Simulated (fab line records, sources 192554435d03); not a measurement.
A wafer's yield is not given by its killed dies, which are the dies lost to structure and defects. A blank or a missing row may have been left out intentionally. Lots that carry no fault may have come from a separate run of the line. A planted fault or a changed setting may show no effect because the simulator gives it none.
Chamber matching || flow n5 finfet || N5_BEOL_M9_DESCUM_16 on rie diel-02 has 3 sister chambers
The step chemistry O2, time 7.9 s. 3 wafers are shown with their chamber, then 3 later ones without.

== WAFERS PAIRED WITH THEIR CHAMBERS ==
{"wafer": "L084.3", "chamber": 0, "showerhead plenum p Torr (Torr)": 2.14}
{"wafer": "L087.3", "chamber": 1, "showerhead plenum p Torr (Torr)": 2.09}
{"wafer": "L087.5", "chamber": 3, "showerhead plenum p Torr (Torr)": 2.06}

== WAFERS WHOSE CHAMBER IS MISSING ==
{"wafer": "L088.5", "showerhead plenum p Torr (Torr)": 2.06}
{"wafer": "L092.1", "showerhead plenum p Torr (Torr)": 2.05}
{"wafer": "L092.6", "showerhead plenum p Torr (Torr)": 2.05}

== CHAMBER TAKEN BY EACH ==
{"wafer": "L088.5", "from the rows above": 3, "in truth": 3}
{"wafer": "L092.1", "from the rows above": 3, "in truth": 3}
{"wafer": "L092.6", "from the rows above": 3, "in truth": 3}
3 of 3 placed correctly. Left unplaced by these rows: 0. Wrongly placed: 0.
How it was worked out, from the rows above alone: a wafer's distance from a chamber is the root of the sum, over the readings, of the square of ((its reading less the chamber's mean) divided by the reading's scatter). If the next closest chamber is less than 2 further off than the closest, the wafer can't be placed; otherwise it belongs to the closest. The mean given for a chamber averages the wafers shown for that chamber. The scatter: with one shown wafer a chamber, the root of the mean of the squares of how far each hidden wafer lies from its nearest shown one.
